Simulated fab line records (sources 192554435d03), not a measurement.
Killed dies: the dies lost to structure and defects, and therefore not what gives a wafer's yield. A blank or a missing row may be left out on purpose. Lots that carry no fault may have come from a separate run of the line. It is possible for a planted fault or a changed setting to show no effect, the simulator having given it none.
fab line records | flow n5-finfet
[record] lots = 13 | wafers = 39 | last-day = 17
route steps=1938 shown SPACER0@261 SD_EPI_N@270 SD_EPI_P@295
lots with no fault: from the same line, run without faults
start-h: hours from the record's first day to the start of the lot's first wafer shown | wait-h: hours from the lot's prior step to this one | " identical to the entry in the row above | L1.1+2: one row covering several wafers at once | - either no value or no given start | * or withheld: withheld | < > ~ a bound
route shown NAME@n: a module of which the file shows steps, and the number in the route of the first | usual: mean/standard deviation taken from wafers without a fault | same: alike in all rows | chamber/n: place in a boat | sites: per-site readings | _std_site: standard deviation across them | _edge_site: outer sites' mean less inner sites' | radius-mm: for every site, how far away it sits from the centre of the wafer | mask NAME#n: copy n | behind: the tool/chamber that last shaped the wafer | hold: reason for holding the lot/hours on hold/outcome of the hold | device: names the non-switching transistor (n, p or np) | end of line: at the end of the route, the tests of the same wafers | a step given without rows: its recipe and nothing more | killed: count of dies lost to structure and defects at first sort (not the wafer's yield) | map: a wafer's dies, x killed, . not, _ none there
set.NAME: setting as actually run; set.NAME@STEP: the setting as run at that earlier step | model.NAME: the simulator's own value behind a step, which no gauge read
one table for each step of the route and one row for each wafer, over a sample of lots
services: when a tool's chamber went out of use (start-h, in hours from the record's first day, below 0 if earlier), for how many hours, and the reason
[[steps]]
[step N5_SPACER0_INSPECT_04]
[recipe] inspect-instrument = darkfield | mode = post-dep
[usual] raw-defect-count = 127/30
lot.wafer | tool              | chamber | start-h | wait-h | raw-defect-count
L933.1    | defect-inspect-01 | -       | 52.16   | 0.1    | 145
L933.3    | "                 | -       | "       | "      | 113
L933.6    | "                 | -       | "       | "      | 140
L934.1    | defect-inspect-02 | -       | 52.88   | 0.1    | 140
L934.4    | "                 | -       | "       | "      | 110
L934.5    | "                 | -       | "       | "      | 105
L935.2    | defect-inspect-02 | -       | 61.66   | 0.1    | 122
L935.3    | "                 | -       | "       | "      | 87
L935.6    | "                 | -       | "       | "      | 161
L937.1    | defect-inspect-01 | -       | 75.81   | 0.1    | 80
L937.3    | "                 | -       | "       | "      | 123
L937.5    | "                 | -       | "       | "      | 88
L938.1    | defect-inspect-02 | -       | 79.44   | 0.1    | 99
L938.5    | "                 | -       | "       | "      | 153
L938.6    | "                 | -       | "       | "      | 123
L939.1    | defect-inspect-02 | -       | 87.63   | 0.1    | 160
L939.4    | "                 | -       | "       | "      | 106
L939.6    | "                 | -       | "       | "      | 127
L940.4    | defect-inspect-02 | -       | 90.97   | 0.1    | 133
L940.5    | "                 | -       | "       | "      | 125
L940.6    | "                 | -       | "       | "      | 96
L941.2    | defect-inspect-01 | -       | 96.51   | 0.1    | 127
L941.3    | "                 | -       | "       | "      | 74
L941.6    | "                 | -       | "       | "      | 102
L951.1    | defect-inspect-01 | -       | 162.22  | 0.1    | 155
L951.4    | "                 | -       | "       | "      | 107
L951.6    | "                 | -       | "       | "      | 160
L952.3    | defect-inspect-01 | -       | 166.28  | 0.1    | 131
L952.4    | "                 | -       | "       | "      | 109
L952.6    | "                 | -       | "       | "      | 130
L954.1    | defect-inspect-01 | -       | 178.40  | 0.1    | 175
L954.2    | "                 | -       | "       | "      | 103
L954.4    | "                 | -       | "       | "      | 85
L955.2    | defect-inspect-02 | -       | 183.70  | 0.1    | 172
L955.4    | "                 | -       | "       | "      | 135
L955.5    | "                 | -       | "       | "      | 96
L956.1    | defect-inspect-01 | -       | 186.75  | 0.1    | 166
L956.2    | "                 | -       | "       | "      | 135
L956.5    | "                 | -       | "       | "      | 123
[step N5_SD_EPI_N_CD_MEAS_09]
[recipe] target-cd-nm = 120 | landing-energy-ev = 500 | detector = se-inlens
[usual] cd-nm = 120.2/0.62
lot.wafer | tool      | chamber | start-h | wait-h | cd-nm
L933.1    | cd-sem-02 | 0       | 52.56   | -      | 120.4
L933.3    | "         | 0       | "       | "      | 120.4
L933.6    | "         | 0       | "       | "      | 119.8
L934.1    | cd-sem-01 | 0       | 53.28   | -      | 120.2
L934.4    | "         | 0       | "       | "      | 120.5
L934.5    | "         | 0       | "       | "      | 119.8
L935.2    | cd-sem-03 | 0       | 61.94   | -      | 119.3
L935.3    | "         | 0       | "       | "      | 119.6
L935.6    | "         | 0       | "       | "      | 119.1
L937.1    | cd-sem-01 | 0       | 76.21   | -      | 121.0
L937.3    | "         | 0       | "       | "      | 119.8
L937.5    | "         | 0       | "       | "      | 121.4
L938.1    | cd-sem-03 | 0       | 79.84   | -      | 120.4
L938.5    | "         | 0       | "       | "      | 119.6
L938.6    | "         | 0       | "       | "      | 119.6
L939.1    | cd-sem-03 | 0       | 88.04   | -      | 119.6
L939.4    | "         | 0       | "       | "      | 119.6
L939.6    | "         | 0       | "       | "      | 119.4
L940.4    | cd-sem-03 | 0       | 91.25   | -      | 120.2
L940.5    | "         | 0       | "       | "      | 120.5
L940.6    | "         | 0       | "       | "      | 120.3
L941.2    | cd-sem-03 | 0       | 96.91   | -      | 120.2
L941.3    | "         | 0       | "       | "      | 120.0
L941.6    | "         | 0       | "       | "      | 120.3
L951.1    | cd-sem-02 | 0       | 162.62  | -      | 120.7
L951.4    | "         | 0       | "       | "      | 122.0
L951.6    | "         | 0       | "       | "      | 121.7
L952.3    | cd-sem-02 | 0       | 166.68  | -      | 120.5
L952.4    | "         | 0       | "       | "      | 120.1
L952.6    | "         | 0       | "       | "      | 119.7
L954.1    | cd-sem-02 | 0       | 178.80  | -      | 120.9
L954.2    | "         | 0       | "       | "      | 120.1
L954.4    | "         | 0       | "       | "      | 119.3
L955.2    | cd-sem-01 | 0       | 183.98  | -      | 119.9
L955.4    | "         | 0       | "       | "      | 120.2
L955.5    | "         | 0       | "       | "      | 120.2
L956.1    | cd-sem-02 | 0       | 187.02  | -      | 120.4
L956.2    | "         | 0       | "       | "      | 120.5
L956.5    | "         | 0       | "       | "      | 120.6
[step N5_SD_EPI_N_INSPECT_11]
[recipe] mode = adi | inspect-instrument = macro
[usual] raw-defect-count = 2.0/1.3
lot.wafer | tool              | chamber | start-h | wait-h | raw-defect-count
L933.1    | defect-inspect-01 | -       | 52.62   | 0.0    | 3
L933.3    | "                 | -       | "       | "      | 2
L933.6    | "                 | -       | "       | "      | 1
L934.1    | defect-inspect-02 | -       | 53.33   | 0.0    | 2
L934.4    | "                 | -       | "       | "      | 3
L934.5    | "                 | -       | "       | "      | 3
L935.2    | defect-inspect-02 | -       | 61.99   | 0.0    | 0
L935.3    | "                 | -       | "       | "      | 3
L935.6    | "                 | -       | "       | "      | 1
L937.1    | defect-inspect-02 | -       | 76.27   | 0.0    | 3
L937.3    | "                 | -       | "       | "      | 1
L937.5    | "                 | -       | "       | "      | 2
L938.1    | defect-inspect-02 | -       | 79.89   | 0.0    | 1
L938.5    | "                 | -       | "       | "      | 4
L938.6    | "                 | -       | "       | "      | 1
L939.1    | defect-inspect-01 | -       | 88.10   | 0.0    | 2
L939.4    | "                 | -       | "       | "      | 3
L939.6    | "                 | -       | "       | "      | 7
L940.4    | defect-inspect-02 | -       | 91.30   | 0.0    | 0
L940.5    | "                 | -       | "       | "      | 3
L940.6    | "                 | -       | "       | "      | 3
L941.2    | defect-inspect-01 | -       | 96.96   | 0.0    | 1
L941.3    | "                 | -       | "       | "      | 1
L941.6    | "                 | -       | "       | "      | 3
L951.1    | defect-inspect-01 | -       | 162.67  | 0.0    | 2
L951.4    | "                 | -       | "       | "      | 1
L951.6    | "                 | -       | "       | "      | 0
L952.3    | defect-inspect-01 | -       | 166.73  | 0.0    | 7
L952.4    | "                 | -       | "       | "      | 1
L952.6    | "                 | -       | "       | "      | 1
L954.1    | defect-inspect-01 | -       | 178.85  | 0.0    | 0
L954.2    | "                 | -       | "       | "      | 0
L954.4    | "                 | -       | "       | "      | 3
L955.2    | defect-inspect-02 | -       | 184.03  | 0.0    | 3
L955.4    | "                 | -       | "       | "      | 0
L955.5    | "                 | -       | "       | "      | 0
L956.1    | defect-inspect-01 | -       | 187.08  | 0.0    | 1
L956.2    | "                 | -       | "       | "      | 4
L956.5    | "                 | -       | "       | "      | 3
[step N5_SD_EPI_P_COAT_34]
[recipe] resist = SOC | temp-c = 250 | time-s = 60 | spin-rpm = 1500 | resist-thk-nm = 350
[usual] chill-plate-temp-C = 22.99/0.12 | heater-power-total-W = 500.5/1.9 | plate-temp-C = 250.03/0.17 | spin-speed-rpm = 1500.2/0.97
lot.wafer | tool           | chamber | start-h | wait-h | chill-plate-temp-C | heater-power-total-W | plate-temp-C | spin-speed-rpm
L933.1    | litho-track-05 | 0       | 57.63   | 0.0    | 22.94              | 499.0                | 250.05       | 1500.5
L933.3    | "              | 0       | "       | "      | 22.69              | 497.8                | 249.77       | 1500.5
L933.6    | "              | 0       | "       | "      | 22.79              | 502.9                | 249.53       | 1501.0
L934.1    | litho-track-01 | 0       | 57.95   | 0.0    | 23.21              | 501.9                | 249.71       | 1499.6
L934.4    | "              | 0       | "       | "      | 23.12              | 497.5                | 250.10       | 1500.1
L934.5    | "              | 0       | "       | "      | 22.98              | 501.8                | 250.13       | 1500.1
L935.2    | litho-track-05 | 0       | 66.00   | 0.0    | 23.01              | 503.1                | 250.01       | 1501.1
L935.3    | "              | 0       | "       | "      | 22.96              | 501.1                | 250.11       | 1499.0
L935.6    | "              | 0       | "       | "      | 22.87              | 500.9                | 250.06       | 1498.6
L937.1    | litho-track-05 | 0       | 81.66   | 0.0    | 22.99              | 499.3                | 250.17       | 1500.2
L937.3    | "              | 0       | "       | "      | 22.89              | 502.9                | 250.17       | 1499.2
L937.5    | "              | 0       | "       | "      | 22.91              | 500.6                | 250.09       | 1501.0
L938.1    | litho-track-05 | 0       | 84.37   | 0.0    | 22.77              | 500.4                | 250.11       | 1191.9
L938.5    | "              | 0       | "       | "      | 22.86              | 503.3                | 249.90       | 1191.5
L938.6    | "              | 0       | "       | "      | 22.96              | 497.3                | 249.92       | 1191.1
L939.1    | litho-track-05 | 0       | 92.28   | 0.0    | 23.01              | 503.0                | 250.18       | 1192.3
L939.4    | "              | 0       | "       | "      | 23.14              | 499.5                | 250.28       | 1192.4
L939.6    | "              | 0       | "       | "      | 23.14              | 500.5                | 250.36       | 1193.2
L940.4    | litho-track-05 | 0       | 95.33   | 0.0    | 23.16              | 499.8                | 250.09       | 1192.7
L940.5    | "              | 0       | "       | "      | 23.12              | 503.0                | 250.12       | 1192.5
L940.6    | "              | 0       | "       | "      | 23.05              | 500.1                | 249.88       | 1192.8
L941.2    | litho-track-03 | 0       | 101.33  | 0.0    | 22.88              | 501.7                | 250.24       | 1500.4
L941.3    | "              | 0       | "       | "      | 23.10              | 497.8                | 250.11       | 1501.8
L941.6    | "              | 0       | "       | "      | 23.01              | 502.3                | 249.99       | 1501.2
L951.1    | litho-track-03 | 0       | 167.60  | 0.0    | 22.94              | 499.4                | 250.26       | 1500.0
L951.4    | "              | 0       | "       | "      | 22.98              | 497.3                | 249.93       | 1500.6
L951.6    | "              | 0       | "       | "      | 22.90              | 498.1                | 250.18       | 1500.3
L952.3    | litho-track-05 | 0       | 171.68  | 0.0    | 23.17              | 501.5                | 249.88       | 1500.8
L952.4    | "              | 0       | "       | "      | 23.05              | 498.5                | 249.60       | 1499.0
L952.6    | "              | 0       | "       | "      | 23.05              | 498.6                | 249.76       | 1500.6
L954.1    | litho-track-05 | 0       | 183.95  | 0.0    | 23.05              | 501.8                | 250.17       | 1500.8
L954.2    | "              | 0       | "       | "      | 23.09              | 500.7                | 250.27       | 1501.8
L954.4    | "              | 0       | "       | "      | 23.02              | 501.2                | 250.08       | 1500.5
L955.2    | litho-track-01 | 0       | 188.79  | 0.0    | 22.95              | 498.8                | 249.98       | 1501.1
L955.4    | "              | 0       | "       | "      | 22.93              | 503.0                | 250.06       | 1500.9
L955.5    | "              | 0       | "       | "      | 23.06              | 498.0                | 249.82       | 1501.2
L956.1    | litho-track-05 | 0       | 191.18  | 0.0    | 22.94              | 498.5                | 249.86       | 1501.0
L956.2    | "              | 0       | "       | "      | 23.18              | 500.6                | 249.81       | 1501.4
L956.5    | "              | 0       | "       | "      | 23.12              | 499.0                | 250.12       | 1501.1
[[services]]
tool           | chamber | start-h | hours | kind
litho-track-03 | -       | 154.05  | -     | consumable-replace:filter
litho-track-01 | -       | 167.80  | -     | consumable-replace:filter
[[key]]
[first-sign] step = N5_SD_EPI_P_COAT_34 | reading = spin-speed-rpm | direction = down | sigmas = 99+ | usual = * | struck = *
effect none on later readings
met-at N5_SD_EPI_P_COAT_34
struck-lots L938,L939,L940
tester-left-out L938,L939,L940
not-acting-at N5_SPACER0_INSPECT_04,N5_SD_EPI_N_CD_MEAS_09,N5_SD_EPI_N_INSPECT_11
onset-between 81.66 84.37
[fault] kind = process-parameter-drift | tool = litho-track-05 | chamber = - | onset-h = 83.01 | steps = N5_SD_EPI_P_COAT_34 | channel = spin-rpm | offset = * | shape = step | end-h = 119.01 | acts-in = * | stated = *
// tester-left-out: of these lots the tester's yield and bins aren't shown, on N5 and GAA mostly nor the transistor test; their killed dies are dies lost to structure and defects alone, not to doping, threshold or leakage, so they don't give the yield
